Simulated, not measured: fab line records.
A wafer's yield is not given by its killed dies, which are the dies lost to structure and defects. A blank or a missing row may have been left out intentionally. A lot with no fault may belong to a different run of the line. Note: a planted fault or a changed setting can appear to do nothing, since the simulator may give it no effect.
fab line records + flow n5Finfet
[record]
- lots = 5
- wafers = 14
- lastDay = 18
route steps=1938 shown BEOL_M0@729 BEOL_M4@1111
lots untouched by any fault: they come from a run of this same line in which no faults occurred
startH: the number of hours between the record's first day and the start of the first shown wafer of the lot + waitH: hours elapsed since this lot's preceding step + " unchanged from the row above + L1.1+2: a single row standing in for several wafers + - value missing, or start not given + * or withheld: withheld + < > ~ a bound
route shown NAME@n: a module of which the file shows steps, and the number in the route of the first + usual: average and standard deviation across the fault-free wafers + same: alike in all rows + chamber/n: place in a boat + sites: the reading at each site + _std_site: standard deviation across them + _edge_site: outer sites' mean less inner sites' + radiusMm: how far each site lies from the wafer's centre + mask NAME#n: copy n + behind: the last tool/chamber to shape the wafer + hold: cause of the lot's hold/its duration in hours/its outcome + device: which transistor (n, p or np) failed to switch + end of line: the tests these same wafers got at the end of their route + a step without rows: its recipe alone + killed: at the first sort, the dies lost to defects and structure; wafer yield is something else + map: shows each die of a wafer: x if killed, . if not, _ if none is there
set.NAME: setting as actually run; set.NAME@STEP: the setting as run at that earlier step + model.NAME: the simulator's own value behind a step, which no gauge read
certain route steps with their lots: each step a table, each wafer a row
services: the hour from which a tool's chamber was out of use, counted from the record's first day as startH (under 0 if before that day), plus the number of hours and why
[[steps]]
[step N5_BEOL_M0_DEGAS_112]
[recipe]
- ambient = vacuum
- tempC = 250
- timeS = 60
[step N5_BEOL_M0_PRE_CLEAN_113]
[recipe]
- gas = H2/He
- timeS = 30
- tempC = 250
[usual]
- heaterPowerW = 330/20
| lot.wafer | tool          | chamber | startH | waitH | heaterPowerW |
|-----------|---------------|---------|--------|-------|--------------|
| L669.1    | pvdSputter-03 | -       | 161.83 | 0.0   | 306          |
| L669.4    | "             | -       | "      | "     | 291          |
| L669.5    | "             | -       | "      | "     | 321          |
| L671.2    | pvdSputter-02 | -       | 169.62 | 0.0   | 349          |
| L671.3    | "             | -       | "      | "     | 324          |
| L671.4    | "             | -       | "      | "     | 352          |
| L672.2    | pvdSputter-01 | -       | 175.02 | 0.0   | 330          |
| L672.3    | "             | -       | "      | "     | 332          |
| L672.5    | "             | -       | "      | "     | 332          |
| L681.1    | pvdSputter-02 | -       | 232.67 | 0.0   | 318          |
| L681.6    | "             | -       | "      | "     | 348          |
| L685.1    | pvdSputter-02 | -       | 250.92 | 0.0   | 356          |
| L685.3    | "             | -       | "      | "     | 349          |
| L685.5    | "             | -       | "      | "     | 315          |
[step N5_BEOL_M0_ALD_136]
[recipe]
- material = TaN
- targetThkA = *
- tempC = 275
- aldPrecursorFamily = PDMAT
- aldCoReactant = NH3
- pressureTorr = 3
- carrierFlowSccm = 1500
- pulseTimeS = 2
- purgeTimeS = 3
- coReactantPurgeTimeS = 2
- coReactantPulseTimeS = 3
- aldCycles = 30
- precursorVesselTempC = 75
- precursorVesselPressureTorr = 26.25
- precursorVesselCarrierSccm = 1000
[step N5_BEOL_M0_SURFACE_TREAT_137]
[recipe]
- gas = Ar
- timeS = *
- ionEnergyEv = *
- ionCurrentMaCm2 = 0.5
- pressureMtorr = *
- arFlowSccm = 30
[usual]
- throttleValvePct = *
| lot.wafer | tool          | chamber | startH | waitH | throttleValvePct |
|-----------|---------------|---------|--------|-------|------------------|
| L669.1    | pvdSputter-03 | -       | 162.26 | 0.2   | *                |
| L669.4    | "             | -       | "      | "     | *                |
| L669.5    | "             | -       | "      | "     | *                |
| L671.2    | pvdSputter-03 | -       | 170.12 | 0.2   | *                |
| L671.3    | "             | -       | "      | "     | *                |
| L671.4    | "             | -       | "      | "     | *                |
| L672.2    | pvdSputter-01 | -       | 175.42 | 0.2   | *                |
| L672.3    | "             | -       | "      | "     | *                |
| L672.5    | "             | -       | "      | "     | *                |
| L681.1    | pvdSputter-02 | -       | 232.99 | 0.2   | *                |
| L681.6    | "             | -       | "      | "     | *                |
| L685.1    | pvdSputter-01 | -       | 251.45 | 0.4   | *                |
| L685.3    | "             | -       | "      | "     | *                |
| L685.5    | "             | -       | "      | "     | *                |
[step N5_BEOL_M0_CVD_115]
[recipe]
- material = Co
- targetThkA = *
- tempC = withheld
- precursor = CCTBA/H2
- pressureTorr = 30
- timeS = 120
[step N5_BEOL_M0_SPUTTER_116]
[recipe]
- material = Cu
- targetThkA = 40
- tempC = -20
- chamberPressurePa = 0.07
- powerW = withheld
- timeS = 7.37
[step N5_BEOL_M0_ANNEAL_117]
[recipe]
- tempC = 400
- timeS = 60
- ambient = vacuum
[usual]
- heaterPowerW = 831/47
| lot.wafer | tool          | chamber | startH | waitH | heaterPowerW |
|-----------|---------------|---------|--------|-------|--------------|
| L669.1    | pvdSputter-03 | -       | 162.61 | 0.0   | 789          |
| L669.4    | "             | -       | "      | "     | 800          |
| L669.5    | "             | -       | "      | "     | 789          |
| L671.2    | pvdSputter-02 | -       | 170.38 | 0.0   | 887          |
| L671.3    | "             | -       | "      | "     | 788          |
| L671.4    | "             | -       | "      | "     | 873          |
| L672.2    | pvdSputter-01 | -       | 176.06 | 0.0   | 854          |
| L672.3    | "             | -       | "      | "     | 736          |
| L672.5    | "             | -       | "      | "     | 864          |
| L681.1    | pvdSputter-02 | -       | 233.31 | 0.0   | 872          |
| L681.6    | "             | -       | "      | "     | 869          |
| L685.1    | pvdSputter-02 | -       | 252.36 | 0.0   | 859          |
| L685.3    | "             | -       | "      | "     | 867          |
| L685.5    | "             | -       | "      | "     | 887          |
[step N5_BEOL_M0_SPUTTER_132]
[recipe]
- material = Cu
- targetThkA = 40
- tempC = -20
- chamberPressurePa = 0.07
- powerW = withheld
- timeS = 7.37
[usual]
- chuckSensorTempC = -15.8/0.54
- throttleValvePct = 30.4/0.63
| lot.wafer | tool          | chamber | startH | waitH | chuckSensorTempC | throttleValvePct |
|-----------|---------------|---------|--------|-------|------------------|------------------|
| L669.1    | pvdSputter-03 | -       | 162.65 | 0.0   | -14.8            | 30.2             |
| L669.4    | "             | -       | "      | "     | -14.8            | 30.1             |
| L669.5    | "             | -       | "      | "     | -16.0            | 29.6             |
| L671.2    | pvdSputter-02 | -       | 170.42 | 0.0   | -15.5            | 30.1             |
| L671.3    | "             | -       | "      | "     | -16.0            | 29.8             |
| L671.4    | "             | -       | "      | "     | -15.9            | 30.4             |
| L672.2    | pvdSputter-01 | -       | 176.10 | 0.0   | -14.8            | 30.8             |
| L672.3    | "             | -       | "      | "     | -16.8            | 31.4             |
| L672.5    | "             | -       | "      | "     | -16.4            | 30.4             |
| L681.1    | pvdSputter-02 | -       | 233.35 | 0.0   | -15.5            | 30.0             |
| L681.6    | "             | -       | "      | "     | -15.7            | 30.9             |
| L685.1    | pvdSputter-02 | -       | 252.40 | 0.0   | -15.7            | 30.0             |
| L685.3    | "             | -       | "      | "     | -15.5            | 29.9             |
| L685.5    | "             | -       | "      | "     | -15.4            | 29.9             |
[step N5_BEOL_M0_ANNEAL_133]
[recipe]
- tempC = 400
- timeS = 60
- ambient = vacuum
[step N5_BEOL_M0_SPUTTER_134]
[recipe]
- material = Cu
- targetThkA = 40
- tempC = -20
- chamberPressurePa = 0.07
- powerW = withheld
- timeS = 7.37
[step N5_BEOL_M0_ANNEAL_135]
[recipe]
- tempC = 400
- timeS = 60
- ambient = vacuum
[usual]
- heaterPowerW = 832/49
| lot.wafer | tool          | chamber | startH | waitH | heaterPowerW |
|-----------|---------------|---------|--------|-------|--------------|
| L669.1    | pvdSputter-03 | -       | 162.85 | 0.0   | 799          |
| L669.4    | "             | -       | "      | "     | 803          |
| L669.5    | "             | -       | "      | "     | 811          |
| L671.2    | pvdSputter-02 | -       | 170.62 | 0.0   | 875          |
| L671.3    | "             | -       | "      | "     | 796          |
| L671.4    | "             | -       | "      | "     | 877          |
| L672.2    | pvdSputter-01 | -       | 176.30 | 0.0   | 852          |
| L672.3    | "             | -       | "      | "     | 736          |
| L672.5    | "             | -       | "      | "     | 857          |
| L681.1    | pvdSputter-02 | -       | 233.55 | 0.0   | 906          |
| L681.6    | "             | -       | "      | "     | 868          |
| L685.1    | pvdSputter-02 | -       | 252.60 | 0.0   | 886          |
| L685.3    | "             | -       | "      | "     | 865          |
| L685.5    | "             | -       | "      | "     | 896          |
[step N5_BEOL_M0_SPUTTER_141]
[recipe]
- material = Cu
- targetThkA = 40
- tempC = -20
- chamberPressurePa = 0.07
- powerW = withheld
- timeS = 7.37
[step N5_BEOL_M0_ECD_118]
[recipe]
- material = Cu
- targetThkA = 3000
| lot.wafer | tool     | chamber | startH | waitH | model.Cu_of_BEOL_M0_ECD_118.thkNm |
|-----------|----------|---------|--------|-------|-----------------------------------|
| L669.1    | ecdCu-01 | 1       | 163.00 | 0.1   | 296.6                             |
| L669.4    | "        | 0       | "      | "     | 294.8                             |
| L669.5    | "        | 0       | "      | "     | 298.8                             |
| L671.2    | ecdCu-02 | 0       | 170.77 | 0.1   | 298.2                             |
| L671.3    | "        | 1       | "      | "     | 301.8                             |
| L671.4    | "        | 0       | "      | "     | 301.2                             |
| L672.2    | ecdCu-02 | 1       | 176.45 | 0.1   | 294.6                             |
| L672.3    | "        | 0       | "      | "     | 301.8                             |
| L672.5    | "        | 0       | "      | "     | 298                               |
| L681.1    | ecdCu-01 | 1       | 233.71 | 0.1   | 426                               |
| L681.6    | "        | 1       | "      | "     | 428.2                             |
| L685.1    | ecdCu-02 | 1       | 252.76 | 0.1   | 304.8                             |
| L685.3    | "        | 0       | "      | "     | 302.2                             |
| L685.5    | "        | 0       | "      | "     | 299.6                             |
[step N5_BEOL_M0_ANNEAL_119]
[recipe]
- tempC = 225
- timeS = 90
- ambient = N2
[step N5_BEOL_M0_CMP_120]
[recipe]
- stopOn = SiOC
- tOverpolishS = 6.9
- downForcePsi = 1
- platenRpm = 50
- clearingPlatenDownForcePsi = 1.5
- clearingPlatenRpm = 50
- postCmpClean = cuAlkaline
- clearingPlatenPadVelocityMS = 0.99484
- padVelocityMS = 0.99484
[usual]
- motorCurrentA = 6.1/0.64
- padLifeWafers = 1544/370
- platenRpm = 50.00/0.037
- timeToEndpointS = 62.4/2.6
| lot.wafer | tool   | chamber | startH | waitH | motorCurrentA | padLifeWafers | platenRpm | timeToEndpointS |
|-----------|--------|---------|--------|-------|---------------|---------------|-----------|-----------------|
| L669.4    | cmp-02 | 2       | 163.42 | 0.2   | 5.7           | 1405          | 50.02     | 60.8            |
| L669.1    | "      | 3       | "      | "     | 6.2           | 1406          | 50.02     | 64.3            |
| L669.5    | "      | 1       | "      | "     | 7.1           | -             | 50.02     | 62.2            |
| L671.4    | cmp-03 | 1       | 171.15 | 0.1   | 6.5           | 1602          | 50.00     | 64.4            |
| L671.2    | "      | 2       | "      | "     | 5.8           | 1603          | 49.99     | 58.1            |
| L671.3    | "      | 0       | "      | "     | 6.0           | 1605          | 49.97     | 62.4            |
| L672.3    | cmp-03 | 3       | 176.83 | 0.2   | 7.2           | 1644          | 49.99     | 62.5            |
| L672.2    | "      | 1       | "      | "     | 6.3           | 1646          | 49.94     | 57.7            |
| L672.5    | "      | 0       | "      | "     | 6.0           | -             | 49.99     | 61.0            |
| L681.1    | cmp-02 | 1       | 234.16 | 0.3   | 7.4           | 1940          | 50.05     | 87.4            |
| L681.6    | "      | 3       | "      | "     | 6.6           | -             | 49.99     | 89.8            |
| L685.1    | cmp-02 | 3       | 253.30 | 0.3   | 6.6           | 2082          | 50.04     | 62.2            |
| L685.3    | "      | 1       | "      | "     | 7.3           | 2084          | 49.98     | 61.9            |
| L685.5    | "      | 3       | "      | "     | 6.4           | -             | 50.07     | 63.2            |
[step N5_BEOL_M4_RC_MEAS_101]
[usual]
- DIBL_N = 36.6/1.1
- DIBL_P = 36.8/1.6
- IOFF_N = 0.169/0.024
- IOFF_P = 0.206/0.028
- ION_N = 679/9.2
- ION_P = 462/7
- SS_N = 71.6/0.57
- SS_P = 73.3/0.57
- VT_N = 248.8/2.4
- VT_P = -251/3
| lot.wafer | tool      | chamber | startH | waitH | DIBL_N[mV/V] | DIBL_P[mV/V] | IOFF_N[nA/um] | IOFF_P[nA/um] | ION_N[uA/um] | ION_P[uA/um] | SS_N[mV/dec] | SS_P[mV/dec] | VT_N[mV] | VT_P[mV] |
|-----------|-----------|---------|--------|-------|--------------|--------------|---------------|---------------|--------------|--------------|--------------|--------------|----------|----------|
| L669.1    | prober-01 | 0       | 233.44 | 0.0   | 37.9         | 38.0         | 0.196         | 0.239         | 686          | 467          | 71.7         | 73.5         | 245.9    | -249     |
| L669.4    | "         | 0       | "      | "     | 39.0         | 39.8         | 0.228         | 0.266         | 700          | 476          | 72.4         | 74.6         | 245.5    | -249     |
| L669.5    | "         | 0       | "      | "     | 37.3         | 38.7         | 0.184         | 0.236         | 672          | 463          | 71.7         | 73.2         | 248.7    | -246     |
| L672.2    | prober-01 | 0       | 245.39 | 0.2   | 37.3         | 36.2         | 0.168         | 0.235         | 685          | 470          | 71.2         | 73.1         | 245.6    | -248     |
| L672.3    | "         | 0       | "      | "     | 37.0         | 35.7         | 0.156         | 0.223         | 683          | 477          | 71.5         | 72.9         | 247.1    | -249     |
| L672.5    | "         | 0       | "      | "     | 36.1         | 34.9         | 0.150         | 0.222         | 689          | 471          | 71.3         | 72.8         | 248.8    | -247     |
| L671.2    | prober-01 | 0       | 255.19 | 0.2   | 35.2         | 35.9         | 0.143         | 0.199         | 681          | 463          | 71.8         | 72.9         | 249.2    | -251     |
| L671.3    | "         | 0       | "      | "     | 38.0         | 39.0         | 0.195         | 0.250         | 685          | 467          | 72.2         | 73.5         | 248.4    | -248     |
| L671.4    | "         | 0       | "      | "     | 37.4         | 37.8         | 0.192         | 0.236         | 692          | 463          | 72.3         | 73.7         | 247.9    | -248     |
| L681.1    | prober-01 | 0       | 304.79 | 0.0   | 38.7         | 38.7         | 0.226         | 0.232         | 698          | 466          | 72.6         | 73.9         | 243.9    | -249     |
| L681.6    | "         | 0       | "      | "     | 37.5         | 36.6         | 0.187         | 0.199         | 677          | 461          | 72.4         | 72.7         | 248.9    | -250     |
| L685.1    | prober-02 | 0       | 345.10 | 0.0   | 35.6         | 35.8         | 0.133         | 0.178         | 673          | 458          | 70.6         | 73.8         | 252.9    | -253     |
| L685.3    | "         | 0       | "      | "     | 38.3         | 38.3         | 0.183         | 0.217         | 687          | 464          | 72.0         | 73.6         | 245.2    | -253     |
| L685.5    | "         | 0       | "      | "     | 37.6         | 38.9         | 0.179         | 0.229         | 691          | 473          | 71.5         | 73.2         | 246.8    | -250     |
[[services]]
| tool          | chamber | startH | hours | kind                          |
|---------------|---------|--------|-------|-------------------------------|
| pvdSputter-03 | -       | 164.50 | 2.8   | repair                        |
| cmp-02        | -       | 167.59 | 0.3   | repair                        |
| ecdCu-01      | -       | 179.86 | 0.6   | repair                        |
| cmp-03        | -       | 188.76 | 1.9   | repair                        |
| cmp-03        | -       | 246.69 | 4.0   | pm                            |
| cmp-03        | -       | 250.69 | -     | consumableReplace:conditioner |
| cmp-03        | -       | 250.69 | -     | consumableReplace:pad         |
[[key]]
[firstSign]
- step = N5_BEOL_M0_CMP_120
- reading = timeToEndpointS
- direction = up
- sigmas = 10
- usual = *
- struck = *
effect none on later readings
[modelEffect]
- step = N5_BEOL_M0_ECD_118
- value = Cu_of_BEOL_M0_ECD_118.thkNm
- without = 297.1
- struck = 427.1
metAt N5_BEOL_M0_ECD_118
struckWafers L681.1,L681.6
onsetBetween 163.00 233.71
alsoFits N5_BEOL_M0_SURFACE_TREAT_137:pvdSputter-02
[fault]
- kind = processParameterDrift
- tool = ecdCu-01
- chamber = -
- onsetH = 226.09
- steps = N5_BEOL_M0_ECD_118
- channel = targetThkA
- offset = *
- shape = step
- endH = 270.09
- scope = struckWafersOnly
- actsIn = *
- stated = *
